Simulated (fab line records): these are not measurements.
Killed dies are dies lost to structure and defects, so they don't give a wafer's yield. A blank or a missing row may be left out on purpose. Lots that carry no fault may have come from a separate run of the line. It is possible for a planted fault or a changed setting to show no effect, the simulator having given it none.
Chamber matching | flow n5 finfet | N5_SD_EPI_N_ETCH_35 on rie diel-06: 4 sister chambers
The step etches SOC in N2/H2, overetch 108 nm, time 486 s. 14 wafers are shown with their chamber, then 7 later ones without.

WAFERS, EACH WITH ITS CHAMBER
wafer  | chamber | throttle valve pct (%) | showerhead plenum p Torr (Torr) | oes product au (a.u.)
L076.4 | 0       | 23.8                   | 2.64                            | 0.70
L076.5 | 1       | 23.7                   | 2.61                            | 0.78
L076.6 | 2       | 23.4                   | 2.60                            | 0.63
L082.2 | 3       | 23.3                   | 2.50                            | 0.87
L082.3 | 1       | 23.7                   | 2.60                            | 0.76
L082.6 | 3       | 23.3                   | 2.50                            | 0.87
L085.1 | 1       | 23.7                   | 2.60                            | 0.76
L085.4 | 3       | 23.3                   | 2.49                            | 0.84
L085.6 | 3       | 23.3                   | 2.49                            | 0.84
L088.1 | 2       | 23.5                   | 2.59                            | 0.62
L088.3 | 1       | 23.7                   | 2.60                            | 0.76
L088.5 | 3       | 23.3                   | 2.49                            | 0.83
L094.2 | 0       | 23.9                   | 2.62                            | 0.67
L094.3 | 1       | 23.7                   | 2.59                            | 0.74

SIGNATURES, as means of the wafers listed above
reading                  | chamber 0 | chamber 1 | chamber 2 | chamber 3 | scatter within a chamber
throttle valve pct       | 23.850    | 23.700    | 23.450    | 23.300    | 0.0316
showerhead plenum p Torr | 2.6300    | 2.6000    | 2.5950    | 2.4940    | 0.00755
oes product au           | 0.6850    | 0.7600    | 0.6250    | 0.8500    | 0.0164
Rule: for a wafer and a chamber, the distance is found by dividing, reading by reading, the gap between the wafer's reading and the chamber's mean by the reading's scatter, squaring, summing and taking the root. The wafer belongs to the nearest chamber; if the next one is less than 2 further off, it can't be placed. The scatter: the root of (the sum of the squares of (reading less its chamber's mean) over the shown wafers, divided by (wafers less chambers)).

WAFERS MISSING THEIR CHAMBER
wafer  | throttle valve pct (%) | showerhead plenum p Torr (Torr) | oes product au (a.u.)
L094.5 | 23.7                   | 2.59                            | 0.74
L095.1 | 23.4                   | 2.48                            | 0.80
L095.2 | 23.7                   | 2.59                            | 0.73
L095.4 | 23.4                   | 2.48                            | 0.80
L097.1 | 23.5                   | 2.59                            | 0.85
L097.4 | 23.7                   | 2.59                            | 0.74
L097.5 | 23.7                   | 2.59                            | 0.74

EACH ONE'S CHAMBER
wafer  | from the rows above | in truth
L094.5 | 1                   | 1
L095.1 | 3                   | 3
L095.2 | 1                   | 1
L095.4 | 3                   | 3
L097.1 | 1                   | 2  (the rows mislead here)
L097.4 | 1                   | 1
L097.5 | 1                   | 1
Correctly placed: 6 of 7. Can't be placed from these rows: 0. 1 placed wrongly.
